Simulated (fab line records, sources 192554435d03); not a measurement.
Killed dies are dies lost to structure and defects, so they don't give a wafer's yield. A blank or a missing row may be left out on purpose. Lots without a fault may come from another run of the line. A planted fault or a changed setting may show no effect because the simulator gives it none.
Which tool did it? | flow n5_finfet | 8 lots, 24 wafers sampled, at 5 steps of a route of 1938

WHAT THE GAUGES READ, wafer by wafer
N5_FIN_SAQP_INSPECT_40: inspects for defects (brightfield).
lot  | measured    | on                | raw_defect_count
L707 | day 2 07:53 | defect_inspect-01 | 156 153 135
L713 | day 3 21:22 | defect_inspect-01 | 717 725 797
L714 | day 4 02:56 | defect_inspect-01 | 844 810 777
L715 | day 4 09:19 | defect_inspect-01 | 746 793 785
L716 | day 4 14:48 | defect_inspect-02 | 158 278 206
L723 | day 6 09:09 | defect_inspect-02 | 281 169 176
L727 | day 7 08:02 | defect_inspect-02 | 173 204 196
L729 | day 7 20:50 | defect_inspect-02 | 124 154 139

WHICH TOOL RAN EACH LOT (tool, then ch and the chambers of the sampled wafers, then the start)
lot  | N5_FIN_SAQP_MANDREL_ETCH_58     | N5_FIN_SAQP_HM_OPEN_33            | N5_FIN_SAQP_STRIP_77              | N5_FIN_SAQP_HM_CD_35
L707 | rie_si-03 ch 1,2, day 2 05:50   | rie_diel-01 ch 2,3, day 2 07:21   | rie_diel-01 ch 2,3, day 2 07:26   | cd_sem-03, day 2 07:34
L713 | rie_si-03 ch 0,1,2, day 3 19:12 | rie_diel-01 ch 0,2,3, day 3 20:47 | rie_diel-01 ch 0,2,3, day 3 20:53 | cd_sem-01, day 3 21:01
L714 | rie_si-03 ch 1,2,3, day 4 00:55 | rie_diel-01 ch 1,2,3, day 4 02:24 | rie_diel-01 ch 1,2,3, day 4 02:29 | cd_sem-01, day 4 02:37
L715 | rie_si-03 ch 0,1,2, day 4 07:19 | rie_diel-01 ch 1,2,3, day 4 08:47 | rie_diel-01 ch 1,2,3, day 4 08:52 | cd_sem-01, day 4 08:59
L716 | rie_si-06 ch 0,1,2, day 4 12:49 | rie_diel-01 ch 0,1,2, day 4 14:16 | rie_diel-01 ch 0,1,2, day 4 14:21 | cd_sem-02, day 4 14:29
L723 | rie_si-01 ch 1,2,3, day 6 07:02 | rie_diel-01 ch 0,2,3, day 6 08:37 | rie_diel-01 ch 0,2,3, day 6 08:42 | cd_sem-02, day 6 08:50
L727 | rie_si-06 ch 0,1, day 7 05:59   | rie_diel-01 ch 0,1, day 7 07:31   | rie_diel-01 ch 0,1, day 7 07:36   | cd_sem-01, day 7 07:43
L729 | rie_si-06 ch 0,1, day 7 18:54   | rie_diel-01 ch 0,2,3, day 7 20:18 | rie_diel-01 ch 0,2,3, day 7 20:23 | cd_sem-01, day 7 20:32
- N5_FIN_SAQP_MANDREL_ETCH_58: etches a-Si in HBr/Cl2, stops on SiNx, target depth 45 nm, bt time 10 s, time 27 s.
- N5_FIN_SAQP_HM_OPEN_33: chemistry CH3F/O2, target SiNx, target depth 49.4 nm, time 70.6 s.
- N5_FIN_SAQP_STRIP_77: strips in N2/H2, time 90 s.
- N5_FIN_SAQP_HM_CD_35: target cd 8 nm.

THE ANSWER, worked out from the rows above alone
Rule: what is usual is taken from the lots themselves. Put in order of their means at a reading, lots are off if they are a third of the lots or fewer, leave a main group of 4 or more, and stand apart from it by a gap of 3 or more times the standard deviation of the main group's means; of several such gaps the widest counts. A main group whose means are all the same, to the digits that the tables above print for the reading, isn't used. A lot without any number at a reading at which 4 lots or more have one is off too. The other lots that the step has rows for count as sound.
No lot is off at any reading shown: from this, nothing can be told.

WHAT THE SIMULATOR HAD PUT IN
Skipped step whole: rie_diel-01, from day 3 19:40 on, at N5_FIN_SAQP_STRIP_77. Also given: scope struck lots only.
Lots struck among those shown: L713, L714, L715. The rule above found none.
